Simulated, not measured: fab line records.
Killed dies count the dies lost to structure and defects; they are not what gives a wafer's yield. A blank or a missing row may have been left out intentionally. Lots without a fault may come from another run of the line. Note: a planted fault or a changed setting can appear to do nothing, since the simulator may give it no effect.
Problem report in the 8D (eight disciplines) form, filled by code    flow n5-finfet    the parts of the form that need people (team, actions taken, sign-off) are left out

1. WHAT WENT WRONG
Mean of run-length-s at N5_BEOL_M3_ETCH_70: 135.3 s across 3 wafers in 3 lots; on wafers with no fault it is 143.2 s (standard deviation 0.38). That puts it -21 standard deviations away from the usual mean.
The step: etches SOC in N2/H2, target depth 80 nm, overetch 16 nm, time 120 s.
Earliest sighting: wafer L816.5 on rie-diel-02 at day 8 11:11. The record holds 25 wafers of 9 lots with a number at this step. Rule for "out" (also "out of limits"): further than 4 standard deviations from the usual mean. All remaining wafers that have a number are taken as sound.

2. WHAT IT IS, WHAT IT ISN'T
question                     is                      is not
which readings at this step  run-length-s            drypump-motor-current-A, oes-product-au, rf-vpp-V, showerhead-plenum-p-Torr, throttle-valve-pct
which lots                   L816, L818, L819        L812, L815, L831, L833, L834, L835
which wafers of those lots   L816.5, L818.5, L819.1  L816.6, L818.2, L819.3, L819.6
read on which tools          rie-diel-02             rie-diel-04
when                         from day 8 11:11        up to then (7 sound wafers); but 15 sound wafers of L818, L819, L831, L833, L834, L835 came after

3. WHAT RULES OUT EACH SUSPECT
Counting: a tool at a process step up to the reading stays a suspect if it ran every lot that is out. Sound lots after the first of them don't rule it out here, since some wafers of a struck lot are sound.
- rie-diel-02 at N5_BEOL_M3_ETCH_70 (etches SOC in N2/H2, target depth 80 nm, overetch 16 nm, time 120 s): kept. It processed each lot that is out (first: L816, day 8 11:11); up to then, its last sound lot is L815 (day 8 06:10). Out on those wafers are its own readings of run-length-s.
- Within rie-diel-02 at N5_BEOL_M3_ETCH_70: the wafers that are out ran in chambers 1, 3; their sound lot-mates ran in chambers 0, 2.
After counting, what remains is rie-diel-02 at N5_BEOL_M3_ETCH_70.

4. THE CAUSE (what the simulator had put in)
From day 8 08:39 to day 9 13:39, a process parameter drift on rie-diel-02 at N5_BEOL_M3_ETCH_70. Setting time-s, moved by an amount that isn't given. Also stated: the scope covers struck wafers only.
Counting left only this tool.

5. THE CHAIN OF EFFECTS, in route order
Rows list readings where the struck wafers' mean (over those with a number) sits beyond 3 standard deviations from the usual. Scope: only readings with a usual standard deviation given in the record; hours: median across lots of the time from each lot's start at the first step in this table that gives one to its start at this step; sigmas: change in usual standard deviations.
hours  step                reading       usual    on struck wafers  change  sigmas
0      N5_BEOL_M3_ETCH_70  run-length-s  143.2 s  135.3             -7.9    -21
Its process steps:
- N5_BEOL_M3_ETCH_70: etches SOC in N2/H2, target depth 80 nm, overetch 16 nm, time 120 s.
At these later measuring or inspecting steps, every struck wafer for which the step has a row has a number for every such reading, and none has moved that far: N5_BEOL_M4_RC_MEAS_101.

6. WHAT WOULD HAVE CAUGHT IT SOONER
In this record the first reading out of limits was taken at day 8 11:11, 3 hours after the fault began at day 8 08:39.
